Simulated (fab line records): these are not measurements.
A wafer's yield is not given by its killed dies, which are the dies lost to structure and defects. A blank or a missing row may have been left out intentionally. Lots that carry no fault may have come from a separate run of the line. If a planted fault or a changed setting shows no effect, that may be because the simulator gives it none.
Tool commonality check / flow nand harc / Sample size 3 lots and 9 wafers

== THE REASON FOR OPENING IT ==
At NHARC_END_SORT_01 the reading killed at array is flagged on 3 of 3 lots. Fault-free wafers read 26, with a standard deviation of 9.7.
Rule: flag the lot when none of its wafers has a number, or when each of its wafers that has one lies beyond 4 standard deviations from that mean. The other lots count as sound.

lot=L473; measured=day 21 05:54; on=prober-02; killed at array, wafer by wafer=675 674 668; flag=FLAGGED
lot=L471; measured=day 21 12:04; on=prober-02; killed at array, wafer by wafer=673 671 673; flag=FLAGGED
lot=L472; measured=day 21 16:19; on=prober-01; killed at array, wafer by wafer=671 676 673; flag=FLAGGED
The mean of the flagged lots' numbers is 673, +647 from the usual (+67 standard deviations).

== EACH LOT AND THE TOOL IT RAN ON ==
Before the reading, the record contains 4 process steps out of a 1159-step route. Cell contents, in order: the tool; ch with the chambers the sampled wafers went through; the start.
lot=L473; flag=FLAGGED; NHARC_A_STAIRCASE_HM_OPEN_460=rie diel-12 ch 1,2,3, day 13 23:11 or earlier; NHARC_A_STAIRCASE_HM_DEP_462=acl dep-01 ch 0, day 13 23:11; NHARC_A_STAIRCASE_ETCH_315=rie diel-13 ch 1,3, day 14 08:16 or earlier; NHARC_A_STAIRCASE_ALD_420=ald hk-04 ch 0,2,3, day 14 08:16
lot=L471; flag=FLAGGED; NHARC_A_STAIRCASE_HM_OPEN_460=rie diel-01 ch 1,2, day 13 19:49 or earlier; NHARC_A_STAIRCASE_HM_DEP_462=acl dep-01 ch 0, day 13 19:49; NHARC_A_STAIRCASE_ETCH_315=rie diel-01 ch 1,2, day 14 08:06 or earlier; NHARC_A_STAIRCASE_ALD_420=ald hk-03 ch 1,3, day 14 08:06
lot=L472; flag=FLAGGED; NHARC_A_STAIRCASE_HM_OPEN_460=rie diel-01 ch 0,1,2, day 13 22:37 or earlier; NHARC_A_STAIRCASE_HM_DEP_462=acl dep-02 ch 0, day 13 22:37; NHARC_A_STAIRCASE_ETCH_315=rie diel-12 ch 1,2,3, day 14 08:06 or earlier; NHARC_A_STAIRCASE_ALD_420=ald hk-02 ch 0,3, day 14 08:06
What these steps do:
- NHARC_A_STAIRCASE_HM_OPEN_460: chemistry O2/COS.
- NHARC_A_STAIRCASE_HM_DEP_462: deposits aC, target thk 800 nm.
- NHARC_A_STAIRCASE_ETCH_315: etches the open film in C4F8/O2/Ar, target depth 2500 nm, time 607.1 s.
- NHARC_A_STAIRCASE_ALD_420: deposits SiO2, target thk 20 nm, pulse time 6 s, ald cycles 200.
- NHARC_END_SORT_01

== FLAGGED AGAINST TOTAL, ONE TOOL AT A TIME (gauges that did the reading follow at the end) ==
step=NHARC_A_STAIRCASE_HM_OPEN_460; tool=rie diel-01; lots run=2; flagged=2; share of the flagged lots=some; sound lots run after its first flagged lot=0
step=NHARC_A_STAIRCASE_HM_OPEN_460; tool=rie diel-12; lots run=1; flagged=1; share of the flagged lots=some; sound lots run after its first flagged lot=0
step=NHARC_A_STAIRCASE_HM_DEP_462; tool=acl dep-01; lots run=2; flagged=2; share of the flagged lots=some; sound lots run after its first flagged lot=0
step=NHARC_A_STAIRCASE_HM_DEP_462; tool=acl dep-02; lots run=1; flagged=1; share of the flagged lots=some; sound lots run after its first flagged lot=0
step=NHARC_A_STAIRCASE_ETCH_315; tool=rie diel-01; lots run=1; flagged=1; share of the flagged lots=some; sound lots run after its first flagged lot=0
step=NHARC_A_STAIRCASE_ETCH_315; tool=rie diel-12; lots run=1; flagged=1; share of the flagged lots=some; sound lots run after its first flagged lot=0
step=NHARC_A_STAIRCASE_ETCH_315; tool=rie diel-13; lots run=1; flagged=1; share of the flagged lots=some; sound lots run after its first flagged lot=0
step=NHARC_A_STAIRCASE_ALD_420; tool=ald hk-02; lots run=1; flagged=1; share of the flagged lots=some; sound lots run after its first flagged lot=0
step=NHARC_A_STAIRCASE_ALD_420; tool=ald hk-03; lots run=1; flagged=1; share of the flagged lots=some; sound lots run after its first flagged lot=0
step=NHARC_A_STAIRCASE_ALD_420; tool=ald hk-04; lots run=1; flagged=1; share of the flagged lots=some; sound lots run after its first flagged lot=0
step=NHARC_END_SORT_01; tool=prober-01; lots run=1; flagged=1; share of the flagged lots=some; sound lots run after its first flagged lot=0
step=NHARC_END_SORT_01; tool=prober-02; lots run=2; flagged=2; share of the flagged lots=some; sound lots run after its first flagged lot=0
NHARC_A_STAIRCASE_HM_OPEN_460: start missing for some lots; hours and lot order therefore follow NHARC_A_STAIRCASE_HM_DEP_462. NHARC_A_STAIRCASE_ETCH_315: start missing for some lots; hours and lot order therefore follow NHARC_A_STAIRCASE_ALD_420.

== THE TABLE: WHAT IT ALLOWS ==
No row of the table ran every flagged lot.

== WHAT THE SIMULATOR HAD INSERTED ==
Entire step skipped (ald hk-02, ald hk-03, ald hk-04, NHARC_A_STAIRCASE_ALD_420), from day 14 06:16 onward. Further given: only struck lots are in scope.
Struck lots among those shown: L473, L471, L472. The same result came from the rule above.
